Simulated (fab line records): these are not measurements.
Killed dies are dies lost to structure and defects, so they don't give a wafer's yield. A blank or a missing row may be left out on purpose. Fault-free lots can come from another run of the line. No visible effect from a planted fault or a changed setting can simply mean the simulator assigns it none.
Chamber matching	flow n5-finfet	N5_BEOL_M0_SAQP_HM_DEP_111 on pecvd-01: 3 sister chambers
The step deposits SiO2 from SiH4/N2O, target thk 12 nm, time 7.2 s. 6 wafers are shown with their chamber, then 10 later ones without.

## EACH WAFER AND ITS CHAMBER
wafer	chamber	showerhead-plenum-p-Torr (Torr)	heater-power-w (W)
L084.5	2	7.99	602
L085.5	2	8.00	541
L086.1	0	8.07	793
L086.5	1	8.24	641
L088.1	1	8.22	667
L088.3	0	8.09	851

## WAFERS MISSING THEIR CHAMBER
wafer	showerhead-plenum-p-Torr (Torr)	heater-power-w (W)
L088.4	8.21	668
L091.4	7.99	563
L091.5	8.08	853
L091.6	8.22	637
L092.1	8.23	691
L092.3	8.06	786
L092.4	7.99	611
L097.2	8.22	720
L097.3	8.01	610
L097.5	8.22	716

## WHICH CHAMBER EACH WENT THROUGH
wafer	from the rows above	in truth
L088.4	1	1
L091.4	2	2
L091.5	0	0
L091.6	1	1
L092.1	1	1
L092.3	0	0
L092.4	2	2
L097.2	1	1
L097.3	2	2
L097.5	1	1
10 of 10 placed correctly. From these rows, 0 cannot be placed. Number placed wrongly: 0.
How it was worked out, from the rows above alone: a wafer's distance from a chamber is the root of the sum, over the readings, of the square of ((its reading less the chamber's mean) divided by the reading's scatter). The wafer belongs to the nearest chamber; if the next one is less than 2 further off, it can't be placed. A chamber's mean is the mean of its shown wafers. The scatter: take each reading less its chamber's mean, square it, sum over the shown wafers, divide by the number of wafers less the number of chambers, and take the root.
